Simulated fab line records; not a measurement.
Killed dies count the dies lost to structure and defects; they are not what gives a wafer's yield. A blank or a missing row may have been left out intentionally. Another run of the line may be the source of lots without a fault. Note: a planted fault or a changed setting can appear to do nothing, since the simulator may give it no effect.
Struck lot and sound lot, side by side + flow n5 finfet + 16 steps out of a route of 1938
Sound: the wafers L296.3, L296.4, L296.5. The struck wafers were L310.1, L310.2, L310.5. The cause comes at the end.
At each step with rows: each side's tool, then ch and its chambers, then its first start. Under that, the readings that differ: sound wafers + struck wafers + difference of the means + sigmas: that difference in standard deviations of wafers without a fault.
alike: same words and numbers on both sides, and readings whose means sit less than 2 such deviations apart. not compared: any withheld reading, any reading some wafer has no value for, any bound like >300 that may hide the same value, and any number with overlapping values for which the record gives no deviation.
Wherever a step has rows on one side only, a row that says differs or no value, or a row with sigmas, the two part there. Numbers that have no deviation but don't overlap get no sigmas and don't part them. Lack of a reading on every wafer of one side parts them only where that side has two or more wafers.

first, 2 steps without rows for these wafers: N5_BEOL_M0_CUTY_PEB_55 (peb time 60 s); N5_BEOL_M0_CUTY_DEVELOP_56 (develop time 30 s).
N5_BEOL_M0_CUTY_CD_MEAS_57: target cd 200 nm.
  sound on cd sem-02 ch 0, day 6 10:20; struck on cd sem-02 ch 0, day 10 06:58
  alike: cd nm
N5_BEOL_M0_CUTY_OVL_MEAS_58:
  sound on overlay-02 ch 0, day 6 10:22; struck on overlay-01 ch 0, day 10 07:00
  alike: M0_ABLK_OVL
N5_BEOL_M0_CUTY_INSPECT_59: inspects for defects (macro).
  struck on defect inspect-02, day 10 07:01; sound on defect inspect-01, day 6 10:23
  alike: raw defect count
N5_BEOL_M0_CUTY_DESCUM_61: chemistry O2, time 7.9 s.
  sound on rie diel-01 ch 1,2,3, day 6 10:25; struck on rie diel-04 ch 0,1,2, day 10 07:41
| reading          | sound             | struck            | difference | sigmas |
|------------------|-------------------|-------------------|------------|--------|
| bias power w (W) | 19.98 19.91 19.88 | 20.07 20.17 20.00 | +0.16      | +2     |
  alike: chamber pressure mTorr, drypump motor current A, o2 flow sccm, oes product au, rf vpp V, showerhead plenum p Torr, throttle valve pct
  not compared: rf hours counter h
N5_BEOL_M0_CUTY_ETCH_62: etches SiARC in CF4, time 58.5 s.
  sound on rie diel-01 ch 1,2,3, day 6 10:27; struck on rie diel-04 ch 0,1,2, day 10 07:43
  alike: chamber pressure mTorr, drypump motor current A, etch rf on time s, oes product au, rf vpp V, showerhead plenum p Torr, throttle valve pct
  not compared: rf hours counter h
N5_BEOL_M0_CUTY_ETCH_63: etches SOC in N2/H2, target depth 82.7 nm, overetch 16.5 nm, time 124 s.
  sound on rie diel-01 ch 1,2,3, day 6 10:30; struck on rie diel-04 ch 0,1,2, day 10 07:46
  alike: chamber pressure mTorr, drypump motor current A, oes product au, rf vpp V, showerhead plenum p Torr, throttle valve pct
  not compared: rf hours counter h
then, 2 steps without rows for these wafers: N5_BEOL_M0_CUTY_STRIP_64 (strips in N2/H2); N5_BEOL_M0_ETCH_138 (etches SiCN in CH3F/O2, target depth 12 nm, time 31.6 s).
N5_BEOL_M0_HM_OPEN_105: chemistry Cl2/BCl3, target TiN, target depth 12 nm.
  sound on rie metal-03 ch 0, day 6 11:50; struck on rie metal-02 ch 0,1, day 10 10:53
  alike: chamber pressure mTorr, drypump motor current A, oes product au, throttle valve pct
  not compared: rf hours counter h
N5_BEOL_M0_STRIP_140: strips in CF4.
  sound on rie diel-02 ch 0,2,3, day 6 12:03; struck on rie diel-01 ch 0,1, day 10 11:04
  alike: bias power w, cf4 flow sccm, chamber pressure mTorr, drypump motor current A, oes product au, rf vpp V, showerhead plenum p Torr, throttle valve pct
  not compared: rf hours counter h
N5_BEOL_M0_STRIP_104: strips in N2/H2.
  sound on rie diel-02 ch 0,2,3, day 6 12:04; struck on rie diel-01 ch 0,1, day 10 11:05
  no value came back on the struck wafers for any of 7 readings (bias power w (W), chamber pressure mTorr (mTorr) and others); on the sound wafers bias power w (W) reads 7.017 6.979 6.950
| reading                                       | sound | struck         | difference | sigmas |
|-----------------------------------------------|-------|----------------|------------|--------|
| model.SOC_of_BEOL_M0_SAQP_COAT_69.thk nm (nm) | 0 0 0 | 70.8 70.6 70.4 | +70.6      |        |
  not compared: rf hours counter h
then, 1 step without rows for these wafers: N5_BEOL_M0_WET_ETCH_106 (etches SiO2 in DHF, target depth 130 nm, rinse time 30 s).
N5_BEOL_M4_RC_MEAS_101:
  sound on prober-01 ch 0, day 8 15:26; struck on prober-01 ch 0, day 12 08:06
| reading        | sound                | struck               | difference | sigmas |
|----------------|----------------------|----------------------|------------|--------|
| IOFF_N (nA/um) | 0.130 0.140 0.139    | 0.212 0.203 0.202    | +0.069     | +3     |
| IOFF_P (nA/um) | 0.164 0.174 0.167    | 0.231 0.221 0.234    | +0.060     | +2     |
| ION_N (uA/um)  | 668 663 669          | 678 691 701          | +23        | +2     |
| VT_N (mV)      | 251.5 250.7 251.8    | 246.6 245.9 242.3    | -6.4       | -2     |
| VT_P (mV)      | -254.6 -256.3 -257.6 | -248.4 -249.4 -246.5 | +8.1       | +3     |
  alike: DIBL_N, DIBL_P, ION_P, SS_N, SS_P
N5_PASSIVATION_PROBE_49:
  rows exist in the record for the sound wafers here (prober-02, day 12 15:05), none for the struck ones

WHERE THEY PART
At N5_BEOL_M0_CUTY_DESCUM_61 first; at N5_PASSIVATION_PROBE_49 last (within this record only).

WHY: what had been put in by the simulator
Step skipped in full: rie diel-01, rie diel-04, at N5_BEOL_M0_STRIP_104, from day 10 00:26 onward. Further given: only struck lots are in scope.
